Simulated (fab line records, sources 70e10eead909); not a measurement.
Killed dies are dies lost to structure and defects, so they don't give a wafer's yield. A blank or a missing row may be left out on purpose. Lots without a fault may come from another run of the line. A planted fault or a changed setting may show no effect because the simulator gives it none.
Chamber matching | flow nand_harc | NHARC_A_STAIRCASE_ETCH_169 on rie_diel-10: 4 sister chambers
The step etches the open film in CH3F/O2, target depth 50 nm, time 107.1 s. 18 wafers are shown with their chamber, then 9 later ones without.

WAFERS WITH THEIR CHAMBER
wafer  | chamber | drypump_motor_current_A (A) | showerhead_plenum_p_Torr (Torr) | rf_vpp_V (V)
L076.3 | 3       | 6.1                         | 2.50                            | 242.7
L076.5 | 3       | 6.1                         | 2.50                            | 245.0
L076.6 | 2       | 5.5                         | 2.29                            | 242.0
L078.3 | 1       | 6.1                         | 2.40                            | 243.4
L078.4 | 2       | 5.5                         | 2.29                            | 240.7
L078.5 | 2       | 5.5                         | 2.29                            | 241.2
L084.3 | 3       | 6.1                         | 2.49                            | 244.3
L084.4 | 1       | 6.1                         | 2.39                            | 243.4
L084.6 | 2       | 5.5                         | 2.66                            | 246.1
L083.2 | 2       | 5.5                         | 2.66                            | 246.8
L083.3 | 3       | 6.1                         | 2.49                            | 245.1
L083.4 | 0       | 6.3                         | 2.43                            | 244.6
L085.2 | 1       | 6.1                         | 2.39                            | 243.8
L085.3 | 3       | 6.1                         | 2.49                            | 246.1
L085.5 | 0       | 6.2                         | 2.43                            | 243.5
L091.3 | 0       | 6.3                         | 2.42                            | 243.4
L091.4 | 1       | 6.1                         | 2.38                            | 242.9
L091.5 | 3       | 6.2                         | 2.48                            | 243.8

SIGNATURES (means of the wafers above)
reading                  | chamber 0 | chamber 1 | chamber 2 | chamber 3 | scatter within a chamber
drypump_motor_current_A  | 6.267     | 6.100     | 5.500     | 6.117     | 0.0327
showerhead_plenum_p_Torr | 2.4267    | 2.3900    | 2.4380    | 2.4917    | 0.109
rf_vpp_V                 | 243.833   | 243.375   | 243.360   | 244.500   | 1.71
Rule: a wafer's distance from a chamber is the root of the sum, over the readings, of the square of ((its reading less the chamber's mean) divided by the reading's scatter). The wafer belongs to the nearest chamber; if the next one is less than 2 further off, it can't be placed. The scatter: the root of (the sum of the squares of (reading less its chamber's mean) over the shown wafers, divided by (wafers less chambers)).

WAFERS WITHOUT THEIR CHAMBER
wafer  | drypump_motor_current_A (A) | showerhead_plenum_p_Torr (Torr) | rf_vpp_V (V)
L093.1 | 6.3                         | 2.41                            | 244.0
L093.5 | 5.5                         | 2.65                            | 246.1
L093.6 | 6.1                         | 2.38                            | 244.0
L092.3 | 6.1                         | 2.47                            | 245.3
L092.4 | 5.5                         | 2.65                            | 246.5
L092.5 | 6.1                         | 2.47                            | 246.0
L095.1 | 6.1                         | 2.47                            | 244.0
L095.4 | 6.3                         | 2.41                            | 244.2
L095.5 | 6.1                         | 2.47                            | 243.9

WHICH CHAMBER EACH WENT THROUGH
wafer  | from the rows above     | in truth
L093.1 | 0                       | 0
L093.5 | 2                       | 2
L093.6 | can't be placed: 1 or 3 | 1
L092.3 | can't be placed: 3 or 1 | 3
L092.4 | 2                       | 2
L092.5 | can't be placed: 3 or 1 | 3
L095.1 | can't be placed: 3 or 1 | 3
L095.4 | 0                       | 0
L095.5 | can't be placed: 3 or 1 | 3
Placed correctly: 4 of 9. Can't be placed from these rows: 5 (the true chamber is among the candidates in 5). Placed wrongly: 0.
